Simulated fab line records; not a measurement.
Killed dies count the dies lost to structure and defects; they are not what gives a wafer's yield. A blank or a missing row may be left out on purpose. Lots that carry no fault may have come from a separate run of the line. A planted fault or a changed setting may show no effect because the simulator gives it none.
Matching of chambers	flow n5_finfet	rie_diel-01 running N5_BEOL_M0_SAQP_HM_OPEN_112: 4 sister chambers
The step chemistry CHF3/O2, target SiO2, stops on a-Si, target depth 12 nm, time 13.5 s. 7 wafers are shown with their chamber, then 7 later ones without.

== WAFERS WITH THEIR CHAMBER ==
wafer	chamber	showerhead_plenum_p_Torr (Torr)	rf_vpp_V (V)
L075.4	0	2.48	519
L080.1	3	2.40	524
L088.1	3	2.39	525
L088.2	2	2.49	535
L088.3	1	2.35	522
L091.1	1	2.35	524
L091.2	2	2.49	535

== WAFERS MISSING THEIR CHAMBER ==
wafer	showerhead_plenum_p_Torr (Torr)	rf_vpp_V (V)
L091.4	2.39	526
L093.1	2.35	523
L093.5	2.47	519
L093.6	2.39	526
L094.2	2.47	517
L094.3	2.49	537
L094.5	2.47	519

== WHICH CHAMBER EACH ONE RAN IN ==
wafer	from the rows above	in truth
L091.4	3	3
L093.1	1	1
L093.5	0	0
L093.6	3	3
L094.2	0	0
L094.3	2	2
L094.5	0	0
Correct placement for 7 of the 7. Left unplaced by these rows: 0. 0 placed wrongly.
How it was worked out, from the rows above alone: a wafer's distance from a chamber is the root of the sum, over the readings, of the square of ((its reading less the chamber's mean) divided by the reading's scatter). If the next closest chamber is less than 2 further off than the closest, the wafer can't be placed; otherwise it belongs to the closest. The mean given for a chamber averages the wafers shown for that chamber. How the scatter is found: for the shown wafers, subtract from each reading the mean of its chamber, square and add these, divide the total by (wafers less chambers), then take the root.
